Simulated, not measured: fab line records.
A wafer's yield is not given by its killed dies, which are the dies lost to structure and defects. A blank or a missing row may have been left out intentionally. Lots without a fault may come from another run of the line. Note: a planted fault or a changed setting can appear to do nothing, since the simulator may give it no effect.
Chamber matching / flow n5-finfet / N5_SD_EPI_P_ETCH_37 on rie-diel-02: 4 sister chambers
The step etches SOC in N2/H2, overetch 108 nm, time 486 s. 4 wafers are shown with their chamber, then 9 later ones without.

## WAFERS, EACH WITH ITS CHAMBER
wafer=L079.2; chamber=2; showerhead-plenum-p-Torr (Torr)=2.46
wafer=L079.4; chamber=3; showerhead-plenum-p-Torr (Torr)=2.55
wafer=L084.1; chamber=0; showerhead-plenum-p-Torr (Torr)=2.61
wafer=L084.5; chamber=1; showerhead-plenum-p-Torr (Torr)=2.69

## WAFERS WHOSE CHAMBER IS MISSING
wafer=L088.1; showerhead-plenum-p-Torr (Torr)=2.68
wafer=L088.2; showerhead-plenum-p-Torr (Torr)=2.46
wafer=L088.6; showerhead-plenum-p-Torr (Torr)=2.46
wafer=L093.3; showerhead-plenum-p-Torr (Torr)=2.68
wafer=L093.4; showerhead-plenum-p-Torr (Torr)=2.60
wafer=L093.6; showerhead-plenum-p-Torr (Torr)=2.53
wafer=L095.2; showerhead-plenum-p-Torr (Torr)=2.53
wafer=L095.3; showerhead-plenum-p-Torr (Torr)=2.68
wafer=L095.6; showerhead-plenum-p-Torr (Torr)=2.53

## EACH ONE'S CHAMBER
wafer=L088.1; from the rows above=1; in truth=1
wafer=L088.2; from the rows above=2; in truth=2
wafer=L088.6; from the rows above=2; in truth=2
wafer=L093.3; from the rows above=1; in truth=1
wafer=L093.4; from the rows above=0; in truth=0
wafer=L093.6; from the rows above=3; in truth=3
wafer=L095.2; from the rows above=3; in truth=3
wafer=L095.3; from the rows above=1; in truth=1
wafer=L095.6; from the rows above=3; in truth=3
9 of 9 placed correctly. Left unplaced by these rows: 0. Wrongly placed: 0.
How it was worked out, from the rows above alone: a wafer's distance from a chamber is the root of the sum, over the readings, of the square of ((its reading less the chamber's mean) divided by the reading's scatter). The wafer belongs to the nearest chamber; if the next one is less than 2 further off, it can't be placed. For every chamber, the mean is computed from those of its wafers that are shown. The scatter: with one shown wafer a chamber, the root of the mean of the squares of how far each hidden wafer lies from its nearest shown one.
